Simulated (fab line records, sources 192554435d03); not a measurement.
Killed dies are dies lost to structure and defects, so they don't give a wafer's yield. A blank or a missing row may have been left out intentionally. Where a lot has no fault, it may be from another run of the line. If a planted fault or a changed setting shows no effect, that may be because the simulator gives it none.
fab line records | flow n5Finfet
record: lots: 7 wafers: 39
route steps=1938 shown ZERO_LAYER@11 SD_EPI_N@269 HKMG_FIN@412 MOL_CONTACT_COAG@559 BEOL_M1@794
startH: hours from the record's first day to the start of the lot's first wafer shown | waitH: hours elapsed since this lot's preceding step | " same as the row above | L1.1+2: a single row standing in for several wafers | - value missing, or start not given | * or withheld: withheld | < > ~ a bound
route shown NAME@n: a module of which the file shows steps, and the number in the route of the first | usual: average and standard deviation across the fault-free wafers | same: alike in all rows | chamber/n: place in a boat | sites: each site's reading | _std_site: standard deviation across them | _edge_site: the outer-site mean with the inner-site mean subtracted | radiusMm: for every site, how far away it sits from the centre of the wafer | mask NAME#n: copy n | behind: tool/chamber where the wafer was last shaped | hold: what put the lot on hold/how long, in hours/how the hold closed | device: whichever transistor did not switch (one of n, p or np) | end of line: the tests these same wafers got at the end of their route | for a step that has no rows: nothing shown but its recipe | killed: dies lost to structure and defects at the first sort, not the wafer's yield | map: the dies of a wafer, with x for killed, . for not killed, _ for no die there
set.NAME: setting as actually run; set.NAME@STEP: the setting as run at that earlier step | model.NAME: the simulator's own value behind a step, which no gauge read
one table per step and one row per wafer, for lots whose settings were changed on purpose
== steps ==
step: N5_ZERO_LAYER_DEVELOP_10
recipe: developTimeS: 60 rinseLiquid: diw dry: airSpin devTempC: 21
columns lot.wafer tool chamber startH waitH set.developTimeS
L074.1+2+3 lithoTrack-05 0 - - 26.98
L074.4+5+6 " 0 " " 60
L075.1+5+6 lithoTrack-03 0 - - 60
L075.2+3+4 " 0 " " 79.47
L078.1+2+4 lithoTrack-03 0 - - 32.44
L078.3+5+6 " 0 " " 60
L079.1+2+6 lithoTrack-04 0 - - 60
L082.1+2+3+4+5+6 lithoTrack-04 0 - - 60
L085.1+5+6 lithoTrack-04 0 - - 60
L085.2+3+4 " 0 " " 74.84
L090.1+2+4 lithoTrack-04 0 - - 60
L090.3+5+6 " 0 " " 39.42
step: N5_ZERO_LAYER_HARDBAKE_23
recipe: tempC: 130 timeS: 120
step: N5_ZERO_LAYER_CD_MEAS_11
recipe: targetCdNm: 2000 landingEnergyEv: 500 detector: seInlens
usual: cdNm: 1999.9/1.7
columns lot.wafer tool chamber startH waitH set.developTimeS@ZERO_LAYER_DEVELOP_10 cdNm
L074.1 cdSem-03 0 12.77 - 26.98 1982.8
L074.2 " 0 " " 26.98 1982.4
L074.3 " 0 " " 26.98 1982.4
L074.4 " 0 " " 60 1999.7
L074.5 " 0 " " 60 2000.7
L074.6 " 0 " " 60 1999.7
L075.1 cdSem-02 0 18.77 - 60 2001.0
L075.2 " 0 " " 79.47 2007.5
L075.3 " 0 " " 79.47 2004.7
L075.4 " 0 " " 79.47 2006.0
L075.5 " 0 " " 60 1999.3
L075.6 " 0 " " 60 2000.8
L078.1 cdSem-03 0 36.68 - 32.44 1986.0
L078.2 " 0 " " 32.44 1986.1
L078.3 " 0 " " 60 1999.1
L078.4 " 0 " " 32.44 1987.4
L078.5 " 0 " " 60 1999.6
L078.6 " 0 " " 60 2001.1
L079.1 cdSem-02 0 42.66 - 60 1999.2
L079.2 " 0 " " 60 1995.8
L079.6 " 0 " " 60 1995.9
L082.1 cdSem-01 0 60.66 - 60 2000.7
L082.2 " 0 " " 60 2000.8
L082.3 " 0 " " 60 2003.4
L082.4 " 0 " " 60 1999.2
L082.5 " 0 " " 60 2002.2
L082.6 " 0 " " 60 1999.3
L085.1 cdSem-01 0 78.77 - 60 1997.3
L085.2 " 0 " " 74.84 2000.7
L085.3 " 0 " " 74.84 2002.5
L085.4 " 0 " " 74.84 2001.1
L085.5 " 0 " " 60 1998.4
L085.6 " 0 " " 60 1996.8
L090.1 cdSem-03 0 108.77 - 60 1999.1
L090.2 " 0 " " 60 2000.0
L090.3 " 0 " " 39.42 1990.7
L090.4 " 0 " " 60 2001.1
L090.5 " 0 " " 39.42 1989.2
L090.6 " 0 " " 39.42 1990.9
step: N5_ZERO_LAYER_DESCUM_16
recipe: chemistry: O2 timeS: 7.9 sourcePowerW: 50 biasPowerW: 20 pressureMtorr: 20 rfFrequencyHz: 2.712e+07 tempC: 40 o2FlowSccm: 225
columns lot.wafer tool chamber startH waitH set.developTimeS@ZERO_LAYER_DEVELOP_10 model.ZERO_LAYER.cdNm
L074.1+3 rieDiel-02 1,2 12.80 0.0 26.98 1983
L074.2 " 3 " " 26.98 1982
L074.4+6 " 2,3 " " 60 2000
L074.5 " 1 " " 60 2001
L075.1+6 rieDiel-06 3,0 18.80 0.0 60 2001
L075.2 " 2 " " 79.47 2007
L075.3 " 0 " " 79.47 2005
L075.4 " 1 " " 79.47 2006
L075.5 " 3 " " 60 1999
L078.1+2 rieDiel-01 3,0 36.91 0.2 32.44 1986
L078.3 " 2 " " 60 2000
L078.4 " 1 " " 32.44 1987
L078.5 " 3 " " 60 1999
L078.6 " 2 " " 60 2001
L079.1 rieDiel-06 0 43.03 0.4 60 1999
L079.2+6 " 2,0 " " 60 1996
L082.1+2 rieDiel-06 1,3 60.72 0.1 60 2001
L082.3 " 2 " " 60 -
L082.4+6 " 0,3 " " 60 1999
L082.5 " 2 " " 60 2002
L085.1 rieDiel-06 2 78.80 0.0 60 -
L085.2 " 3 " " 74.84 2000
L085.3 " 1 " " 74.84 2003
L085.4 " 0 " " 74.84 2001
L085.5 " 1 " " 60 1998
L085.6 " 2 " " 60 1997
L090.1 rieDiel-02 2 108.80 0.0 60 1999
L090.2 " 1 " " 60 2000
L090.3+6 " 3,1 " " 39.42 1991
L090.4 " 2 " " 60 2001
L090.5 " 3 " " 39.42 1989
step: N5_SD_EPI_N_DEVELOP_08
recipe: developTimeS: 30 developer: TMAH resist: CAR-ArF-block devTempC: 23 rinseLiquid: diw dry: airSpin
columns lot.wafer tool chamber startH waitH set.developTimeS
L074.1+2+4 lithoTrack-04 0 - - 30
L074.3+5+6 " 0 " " 16.77
L075.1+2+5 lithoTrack-02 0 - - 30
L075.3+4+6 " 0 " " 15.76
L078.1+2+3 lithoTrack-01 0 - - 37.19
L078.4+5+6 " 0 " " 30
L079.1+2+6 lithoTrack-04 0 - - 30
L082.1+2+3+4+5+6 lithoTrack-02 0 - - 30
L085.1+2+3+4+5+6 lithoTrack-04 0 - - 30
L090.1+3+4 lithoTrack-04 0 - - 43.64
L090.2+5+6 " 0 " " 30
step: N5_SD_EPI_N_CD_MEAS_09
recipe: targetCdNm: 120 landingEnergyEv: 500 detector: seInlens
usual: cdNm: 120.0/0.55
columns lot.wafer tool chamber startH waitH set.developTimeS@SD_EPI_N_DEVELOP_08 cdNm
L074.1 cdSem-02 0 48.77 - 30 120.4
L074.2 " 0 " " 30 120.5
L074.3 " 0 " " 16.77 117.4
L074.4 " 0 " " 30 120.4
L074.5 " 0 " " 16.77 116.5
L074.6 " 0 " " 16.77 116.7
L075.1 cdSem-03 0 53.81 - 30 118.7
L075.2 " 0 " " 30 119.4
L075.3 " 0 " " 15.76 116.5
L075.4 " 0 " " 15.76 116.4
L075.5 " 0 " " 30 120.4
L075.6 " 0 " " 15.76 115.7
L078.1 cdSem-03 0 71.20 - 37.19 120.6
L078.2 " 0 " " 37.19 121.0
L078.3 " 0 " " 37.19 121.0
L078.4 " 0 " " 30 119.6
L078.5 " 0 " " 30 119.5
L078.6 " 0 " " 30 119.7
L079.1 cdSem-01 0 78.53 - 30 120.1
L079.2 " 0 " " 30 120.0
L079.6 " 0 " " 30 120.3
L082.1 cdSem-03 0 102.90 - 30 119.9
L082.2 " 0 " " 30 121.0
L082.3 " 0 " " 30 120.3
L082.4 " 0 " " 30 120.4
L082.5 " 0 " " 30 120.0
L082.6 " 0 " " 30 120.0
L085.1 cdSem-01 0 116.10 - 30 120.4
L085.2 " 0 " " 30 120.2
L085.3 " 0 " " 30 120.3
L085.4 " 0 " " 30 120.3
L085.5 " 0 " " 30 120.4
L085.6 " 0 " " 30 119.9
L090.1 cdSem-03 0 144.80 - 43.64 122.7
L090.2 " 0 " " 30 120.2
L090.3 " 0 " " 43.64 121.8
L090.4 " 0 " " 43.64 122.0
L090.5 " 0 " " 30 119.7
L090.6 " 0 " " 30 120.6
step: N5_SD_EPI_N_DESCUM_14
recipe: chemistry: O2 timeS: 7.9 sourcePowerW: 50 biasPowerW: 20 pressureMtorr: 20 rfFrequencyHz: 2.712e+07 tempC: 40 resist: CAR-ArF-block o2FlowSccm: 225
columns lot.wafer tool chamber startH waitH set.developTimeS@SD_EPI_N_DEVELOP_08 model.SD_EPI_N.cdNm
L074.1+4 rieDiel-03 3,0 48.93 0.1 30 120
L074.2 " 2 " " 30 120.4
L074.3 " 1 " " 16.77 117.2
L074.5 " 0 " " 16.77 116.8
L074.6 " 1 " " 16.77 117
L075.1 rieDiel-03 1 53.90 0.0 30 119
L075.2 " 2 " " 30 119.6
L075.3 " 3 " " 15.76 116.6
L075.4 " 0 " " 15.76 116.4
L075.5 " 1 " " 30 120.2
L075.6 " 2 " " 15.76 115.8
L078.1+3 rieDiel-04 3,2 71.43 0.2 37.19 120.8
L078.2 " 1 " " 37.19 121
L078.4+6 " 0 " " 30 119.8
L078.5 " 3 " " 30 119.6
L079.1+6 rieDiel-05 0,3 78.62 0.0 30 120.2
L079.2 " 1 " " 30 120
L082.1+6 rieDiel-03 0,2 103.07 0.1 30 119.8
L082.2 " 1 " " 30 120.8
L082.3 " 2 " " 30 120.4
L082.4 " 3 " " 30 120.2
L082.5 " 3 " " 30 119.4
L085.1 rieDiel-03 0 116.19 0.0 30 120.8
L085.2+4+5 " 1,3,2 " " 30 120.4
L085.3 " 2 " " 30 120.6
L085.6 " 3 " " 30 120
L090.1 rieDiel-04 0 144.96 0.1 43.64 122.6
L090.2 " 2 " " 30 120.4
L090.3+4 " 1,2 " " 43.64 122.2
L090.5 " 0 " " 30 119.8
L090.6 " 1 " " 30 120.6
step: N5_SD_EPI_N_ETCH_34
recipe: chemistry: CF4 target: SiARC targetDepthA: 455 maskMaterial: CAR-ArF-block timeS: 75.8 ionEnergyEv: 80 pressureMtorr: 40 sourceW: 545 biasW: 36 Ar_flow_sccm: 100 cf4FlowSccm: 100 ends: cleared
columns lot.wafer tool chamber startH waitH set.developTimeS@SD_EPI_N_DEVELOP_08 model.SD_EPI_N.cdNm
L074.1+4 rieDiel-03 3,0 48.96 0.0 30 120.2
L074.2 " 2 " " 30 120.4
L074.3 " 1 " " 16.77 117.2
L074.5 " 0 " " 16.77 117
L074.6 " 1 " " 16.77 116.8
L075.1 rieDiel-03 1 53.93 0.0 30 119
L075.2 " 2 " " 30 119.4
L075.3 " 3 " " 15.76 116.8
L075.4 " 0 " " 15.76 116.4
L075.5 " 1 " " 30 120.2
L075.6 " 2 " " 15.76 115.6
L078.1+3 rieDiel-04 3,2 71.47 0.0 37.19 120.8
L078.2 " 1 " " 37.19 121
L078.4+6 " 0 " " 30 119.8
L078.5 " 3 " " 30 119.6
L079.1+6 rieDiel-05 0,3 78.65 0.0 30 120.2
L079.2 " 1 " " 30 120
L082.1 rieDiel-03 0 103.10 0.0 30 120
L082.2 " 1 " " 30 120.6
L082.3 " 2 " " 30 120.2
L082.4 " 3 " " 30 120.4
L082.5+6 " 3,2 " " 30 119.6
L085.1 rieDiel-03 0 116.22 0.0 30 121
L085.2+3 " 1,2 " " 30 120.4
L085.4 " 3 " " 30 120.6
L085.5+6 " 2,3 " " 30 120.2
L090.1 rieDiel-04 0 145.00 0.0 43.64 122.6
L090.2 " 2 " " 30 120.2
L090.3+4 " 1,2 " " 43.64 122.2
L090.5 " 0 " " 30 119.6
L090.6 " 1 " " 30 120.6
step: N5_HKMG_FIN_ALD_79
recipe: material: TiN targetThkA: 15 tempC: 400 aldPrecursorFamily: TiCl4 aldCoReactant: NH3 pulseTimeS: 1 purgeTimeS: 3 coReactantPurgeTimeS: 2 coReactantPulseTimeS: 2 aldCycles: 68 pressureTorr: 3
columns lot.wafer tool chamber startH waitH set.aldCycles model.TiN_of_HKMG_FIN_ALD_79.thkNm
L074.1+2 aldMetal-01 3,2 72.14 0.0 68 1.4
L074.3+4+6 " 1,0,0 " " 44 1
L074.5 " 1 " " 68 1.6
L075.1+3+4 aldMetal-03 1,2,3 77.51 0.0 81 1.8
L075.2+6 " 0 " " 68 1.6
L075.5 " 1 " " 68 1.4
L078.1+6 aldMetal-02 1,3 94.13 0.0 68 1.4
L078.2+4+5 " 0,2,2 " " 108 2.4
L078.3 " 3 " " 68 1.6
L079.1 aldMetal-03 2 102.86 0.0 68 1.4
L079.2+6 " 0,2 " " 68 1.6
L082.1+4+6 aldMetal-01 2,3,1 126.04 0.0 83 1.8
L082.2+3+5 " 1,3,2 " " 68 1.4
L085.1+3+6 aldMetal-03 0,1,3 140.47 0.0 34 0.8
L085.2 " 3 " " 68 1.4
L085.4+5 " 0,1 " " 68 1.6
L090.1+6 aldMetal-02 2,0 168.12 0.0 68 1.4
L090.2+4+5 " 3,0,1 " " 92 2
L090.3 " 1 " " 68 1.6
step: N5_MOL_CONTACT_COAG_ALD_27
recipe: material: SiOC targetThkA: 170 tempC: 400 aldPrecursorFamily: carbosiloxane aldCoReactant: H2-plasma pulseTimeS: 1.5 timeS: 2720 purgeTimeS: 2 coReactantPurgeTimeS: 2 aldCycles: 340 pressureTorr: 2
columns lot.wafer tool chamber startH waitH set.aldCycles model.SiOC_of_MOL_CONTACT_COAG_ALD_27.thkNm
L074.1 aldSin-02 0 97.21 0.4 340 16.8
L074.2+5+6 " 2,2,1 " " 520 26
L074.3+4 " 3,1 " " 340 17
L075.1+3+6 aldSin-03 1,3,3 100.27 0.5 340 17
L075.2+5 " 2 " " 499 25
L075.4 " 0 " " 499 24.8
L078.1 aldSin-02 3 118.30 0.1 520 26.2
L078.2+3+6 " 1,2,0 " " 340 17
L078.4+5 " 0,3 " " 520 26
L079.1+2+6 aldSin-02 2,0,3 129.10 0.0 340 17
L082.1+2+6 aldSin-02 3,1,1 149.30 0.0 205 10.2
L082.3+5 " 2 " " 340 17
L082.4 " 0 " " 340 16.8
L085.1+2+3+4+5+6 aldSin-04 3,0,2,1,0,1 164.73 0.0 340 17
L090.1+5+6 aldSin-02 2,2,3 190.83 0.0 277 13.8
L090.2+3+4 " 1,0,3 " " 340 17
step: N5_MOL_CONTACT_COAG_ETCH_124
recipe: chemistry: CH3F/O2 target: SiNx targetDepthA: 65 maskMaterial: SOC stopOn: SiOC overEtchFrac: 0.3 ionEnergyEv: 120 pressureMtorr: 30 sourceW: 395 biasW: 73 Ar_flow_sccm: 150 CH3F_flow_sccm: 30 O2_flow_sccm: 20 ends: endPoint
columns lot.wafer tool chamber startH waitH set.targetDepthA model.etch.depthNm model.SOC_of_MOL_CONTACT_COAG_COAT_62.thkNm
L074.1 rieDiel-04 0 103.15 0.0 100.9 5.026 46.8
L074.2 " 1 " " 100.9 4.994 47
L074.3 " 3 " " 65 5.024 49
L074.4 " 2 " " 65 4.998 48.8
L074.5 " 1 " " 65 5.004 48.6
L074.6 " 2 " " 100.9 4.998 47
L075.1 rieDiel-03 1 105.49 0.0 94.58 5.033 47.4
L075.2 " 2 " " 94.58 5.036 47.2
L075.3 " 3 " " 65 5.043 48.2
L075.4 " 0 " " 94.58 5.031 47
L075.5 " 3 " " 65 5.03 48.4
L075.6 " 2 " " 65 5.04 48.4
L078.1 rieDiel-03 3 123.24 0.0 65 4.986 48.2
L078.2 " 0 " " 65 5.01 48
L078.3 " 2 " " 65 5.022 48.6
L078.4 " 3 " " 65 4.981 48.4
L078.5 " 0 " " 65 5 48
L078.6 " 2 " " 65 4.999 48.6
L079.1 rieDiel-04 1 134.75 0.0 65 4.987 48.4
L079.2 " 2 " " 65 4.991 48.8
L079.6 " 0 " " 65 4.985 48.4
L082.1 rieDiel-03 2 154.44 0.0 65 5.005 48.8
L082.2 " 3 " " 65 4.998 48.6
L082.3 " 1 " " 65 5.001 48.4
L082.4 " 0 " " 65 4.975 48.4
L082.5 " 2 " " 65 5.004 48.8
L082.6 " 1 " " 65 4.98 48.4
L085.1 rieDiel-05 0 169.41 0.0 49.46 4.948 49
L085.2 " 2 " " 49.46 4.992 49
L085.3 " 1 " " 65 5.03 48.8
L085.4 " 3 " " 65 5.008 48.4
L085.5 " 3 " " 49.46 4.916 49.2
L085.6 " 0 " " 65 4.988 48.6
L090.1 rieDiel-05 2 196.08 0.0 34.36 3.432 50
L090.2 " 3 " " 34.36 3.388 50
L090.3 " 3 " " 65 4.992 48.4
L090.4 " 2 " " 65 5.002 48.2
L090.5 " 2 " " 34.36 3.437 49.6
L090.6 " 3 " " 65 4.987 48.4
step: N5_MOL_CONTACT_COAG_ETCH_48
recipe: chemistry: C4F6/O2 targetDepthA: 150 overetchA: 45 maskMaterial: SOC target: SiOC biasW: 465 pressureMtorr: 10 timeS: 17 sourceW: 335 Ar_flow_sccm: 300 C4F6_flow_sccm: 10 O2_flow_sccm: 10 ionEnergyEv: 576
columns lot.wafer tool chamber startH waitH set.targetDepthA@MOL_CONTACT_COAG_ETCH_124 model.SOC_of_MOL_CONTACT_COAG_COAT_62.thkNm
L074.1+2 rieDiel-04 0,1 103.19 0.0 100.9 44.2
L074.3 " 3 " " 65 46.4
L074.4 " 2 " " 65 46.2
L074.5 " 1 " " 65 46
L074.6 " 2 " " 100.9 44.4
L075.1 rieDiel-03 1 105.53 0.0 94.58 44.8
L075.2 " 2 " " 94.58 44.6
L075.3 " 3 " " 65 45.6
L075.4 " 0 " " 94.58 44.4
L075.5 " 3 " " 65 45.8
L075.6 " 2 " " 65 46
L078.1 rieDiel-03 3 123.28 0.0 65 45.6
L078.2+5 " 0 " " 65 45.4
L078.3+6 " 2 " " 65 46
L078.4 " 3 " " 65 45.8
L079.1+6 rieDiel-04 1,0 134.79 0.0 65 45.8
L079.2 " 2 " " 65 46.2
L082.1+5 rieDiel-03 2 154.48 0.0 65 46.2
L082.2 " 3 " " 65 46
L082.3+6 " 1 " " 65 45.8
L082.4 " 0 " " 65 45.6
L085.1+2 rieDiel-05 0,2 169.45 0.0 49.46 46.4
L085.3 " 1 " " 65 46.2
L085.4+6 " 3,0 " " 65 45.8
L085.5 " 3 " " 49.46 46.6
L090.1 rieDiel-05 2 196.14 0.0 34.36 47.2
L090.2 " 3 " " 34.36 47.4
L090.3+6 " 3 " " 65 45.8
L090.4 " 2 " " 65 45.6
L090.5 " 2 " " 34.36 47
step: N5_BEOL_M1_ETCH_70
recipe: chemistry: N2/H2 target: SOC targetDepthA: 800 overetchA: 160 maskMaterial: SiARC tempC: 40 timeS: 120 ionEnergyEv: 200 pressureMtorr: 30 sourceW: 840 biasW: 150 n2FlowSccm: 200 h2FlowSccm: 200
columns lot.wafer tool chamber startH waitH set.timeS model.etch.depthNm model.SiARC_of_BEOL_M1_COAT_68.thkNm
L074.1 rieDiel-01 0 127.37 0.0 120 59.96 6.2
L074.2 " 2 " " 99.99 59.81 7.4
L074.3 " 3 " " 120 59.83 6.4
L074.4 " 1 " " 99.99 60.08 7.4
L074.5 " 1 " " 120 60.03 6.4
L074.6 " 2 " " 99.99 59.98 7.4
L075.1 rieDiel-06 1 130.47 0.0 120 60.12 6.4
L075.2 " 0 " " 185.6 60.05 3.4
L075.3 " 3 " " 185.6 60.12 3.6
L075.4 " 2 " " 120 60.06 6.4
L075.5 " 3 " " 120 60.2 6.6
L075.6 " 2 " " 185.6 60.03 3.4
L078.1 rieDiel-06 3 151.54 0.0 120 60.02 6.6
L078.2 " 1 " " 120 59.73 6.4
L078.3 " 0 " " 120 60.08 6.4
L078.4 " 2 " " 120 59.96 6.6
L078.5 " 2 " " 120 59.89 6.6
L078.6 " 1 " " 120 59.94 6.4
L079.1 rieDiel-01 0 163.61 0.0 120 59.97 6.2
L079.2 " 1 " " 120 59.99 6.2
L079.6 " 3 " " 120 60.06 6.4
L082.1 rieDiel-01 1 178.88 0.0 54.24 43.42 9.6
L082.2 " 3 " " 120 59.95 6.4
L082.3 " 0 " " 54.24 44.62 9.4
L082.4 " 2 " " 120 59.85 6.4
L082.5 " 2 " " 120 59.94 6.4
L082.6 " 3 " " 54.24 44.09 9.4
L085.1 rieDiel-02 1 197.10 0.0 120 60 6.4
L085.2 " 2 " " 148.7 59.86 5
L085.3 " 3 " " 120 60.1 6.2
L085.4 " 0 " " 148.7 60.01 5
L085.5 " 3 " " 120 59.92 6.2
L085.6 " 0 " " 148.7 60.07 5
L090.1 rieDiel-06 1 228.11 0.0 120 59.75 6.4
L090.2 " 0 " " 55.84 43.2 9.4
L090.3 " 2 " " 55.84 44.41 9.4
L090.4 " 3 " " 120 59.85 6.4
L090.5 " 0 " " 120 59.74 6.4
L090.6 " 1 " " 55.84 44.37 9.4
step: N5_BEOL_M1_STRIP_71
recipe: chemistry: N2/H2 tempC: 40 n2FlowSccm: 200 h2FlowSccm: 200 rfFrequencyHz: 6e+07
step: N5_BEOL_M1_STRIP_78
recipe: chemistry: N2/H2 tempC: 40 n2FlowSccm: 200 h2FlowSccm: 200 rfFrequencyHz: 6e+07
step: N5_BEOL_M1_VIA_ETCH_34
recipe: chemistry: C4F6/O2 targetDepthA: 678 maskMaterial: SOC pressureMtorr: 15 ionEnergyEv: 250 taperDeg: 4 timeS: 64.4 sourceW: 350 biasW: 170 Ar_flow_sccm: 300 C4F6_flow_sccm: 10 O2_flow_sccm: 10
columns lot.wafer tool chamber startH waitH set.timeS@BEOL_M1_ETCH_70 model.BEOL_M1.cdNm
L074.1+3 rieDiel-01 0,3 127.47 0.0 120 18
L074.2+4 " 2,1 " " 99.99 17.6
L074.5 " 1 " " 120 18.2
L074.6 " 2 " " 99.99 17.8
L075.1+4+5 rieDiel-06 1,2,3 130.57 0.0 120 17.8
L075.2 " 0 " " 185.6 18.6
L075.3 " 3 " " 185.6 19
L075.6 " 2 " " 185.6 19.2
L078.1+3 rieDiel-06 3,0 151.64 0.0 120 17.8
L078.2+4+6 " 1,2,1 " " 120 18
L078.5 " 2 " " 120 17.6
L079.1+6 rieDiel-01 0,3 163.71 0.0 120 17.8
L079.2 " 1 " " 120 18
L082.1+6 rieDiel-01 1,3 178.98 0.0 54.24 16.8
L082.2 " 3 " " 120 18.4
L082.3 " 0 " " 54.24 16.6
L082.4+5 " 2 " " 120 18
L085.1 rieDiel-02 1 197.20 0.0 120 17.6
L085.2+4+6 " 2,0,0 " " 148.7 18.6
L085.3 " 3 " " 120 18
L085.5 " 3 " " 120 18.2
L090.1+5 rieDiel-06 1,0 228.21 0.0 120 17.8
L090.2+6 " 0,1 " " 55.84 16.4
L090.3 " 2 " " 55.84 16.6
L090.4 " 3 " " 120 17.4
== key ==
split: step: N5_ZERO_LAYER_DEVELOP_10 setting: developTimeS stated: 60 by: wafer
response: step: N5_ZERO_LAYER_CD_MEAS_11 reading: cdNm change: +0.276 per: 1% r: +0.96
response: step: N5_ZERO_LAYER_DESCUM_16 reading: model.ZERO_LAYER.cdNm change: +0.277 per: 1% r: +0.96
split: step: N5_SD_EPI_N_DEVELOP_08 setting: developTimeS stated: 30 by: wafer
response: step: N5_SD_EPI_N_CD_MEAS_09 reading: cdNm change: +0.0633 per: 1% r: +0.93
response: step: N5_SD_EPI_N_DESCUM_14 reading: model.SD_EPI_N.cdNm change: +0.061 per: 1% r: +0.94
response: step: N5_SD_EPI_N_ETCH_34 reading: model.SD_EPI_N.cdNm change: +0.0623 per: 1% r: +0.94
split: step: N5_HKMG_FIN_ALD_79 setting: aldCycles stated: 68 by: wafer
response: step: N5_HKMG_FIN_ALD_79 reading: model.TiN_of_HKMG_FIN_ALD_79.thkNm change: +0.0151 per: 1% r: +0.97
split: step: N5_MOL_CONTACT_COAG_ALD_27 setting: aldCycles stated: 340 by: wafer
response: step: N5_MOL_CONTACT_COAG_ALD_27 reading: model.SiOC_of_MOL_CONTACT_COAG_ALD_27.thkNm change: +0.171 per: 1% r: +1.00
split: step: N5_MOL_CONTACT_COAG_ETCH_124 setting: targetDepthA stated: 65 by: wafer
response: step: N5_MOL_CONTACT_COAG_ETCH_124 reading: model.etch.depthNm shape: bent atLowest: 3.419 atStated: 5.003 atHighest: 5.006
response: step: N5_MOL_CONTACT_COAG_ETCH_124 reading: model.SOC_of_MOL_CONTACT_COAG_COAT_62.thkNm change: -0.0301 per: 1% r: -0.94
response: step: N5_MOL_CONTACT_COAG_ETCH_48 reading: model.SOC_of_MOL_CONTACT_COAG_COAT_62.thkNm change: -0.0307 per: 1% r: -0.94
split: step: N5_BEOL_M1_ETCH_70 setting: timeS stated: 120 by: wafer
response: step: N5_BEOL_M1_ETCH_70 reading: model.etch.depthNm shape: bent atLowest: 44.04 atStated: 59.96 atHighest: 60.07
response: step: N5_BEOL_M1_ETCH_70 reading: model.SiARC_of_BEOL_M1_COAT_68.thkNm change: -0.0557 per: 1% r: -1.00
response: step: N5_BEOL_M1_VIA_ETCH_34 reading: model.BEOL_M1.cdNm change: +0.0232 per: 1% r: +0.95
